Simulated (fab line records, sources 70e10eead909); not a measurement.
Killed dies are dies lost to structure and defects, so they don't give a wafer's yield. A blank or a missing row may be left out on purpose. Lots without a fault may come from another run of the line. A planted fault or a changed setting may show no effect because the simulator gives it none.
Chamber matching | flow nand_harc | NHARC_P_GATE_ALD_36 on ald_sin-03: 4 sister chambers
The step deposits SiNx, target thk 20 nm, pulse time 60 s, ald cycles 223. 4 wafers are shown with their chamber, then 9 later ones without.

WAFERS WITH THEIR CHAMBER
wafer  | chamber | heater_power_w (W)
L086.1 | 0       | 774
L086.6 | 1       | 943
L089.4 | 3       | 857
L089.6 | 2       | 681

WAFERS WITHOUT THEIR CHAMBER
wafer  | heater_power_w (W)
L091.1 | 693
L091.2 | 787
L091.3 | 932
L093.3 | 688
L093.1 | 846
L093.4 | 781
L097.3 | 686
L097.2 | 823
L097.5 | 942

WHICH CHAMBER EACH WENT THROUGH
wafer  | from the rows above     | in truth
L091.1 | 2                       | 2
L091.2 | 0                       | 0
L091.3 | 1                       | 1
L093.3 | 2                       | 2
L093.1 | 3                       | 3
L093.4 | 0                       | 0
L097.3 | 2                       | 2
L097.2 | can't be placed: 3 or 0 | 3
L097.5 | 1                       | 1
Placed correctly: 8 of 9. Can't be placed from these rows: 1 (the true chamber is among the candidates in 1). Placed wrongly: 0.
How it was worked out, from the rows above alone: a wafer's distance from a chamber is the root of the sum, over the readings, of the square of ((its reading less the chamber's mean) divided by the reading's scatter). The wafer belongs to the nearest chamber; if the next one is less than 2 further off, it can't be placed. A chamber's mean is the mean of its shown wafers. The scatter: with one shown wafer a chamber, the root of the mean of the squares of how far each hidden wafer lies from its nearest shown one.
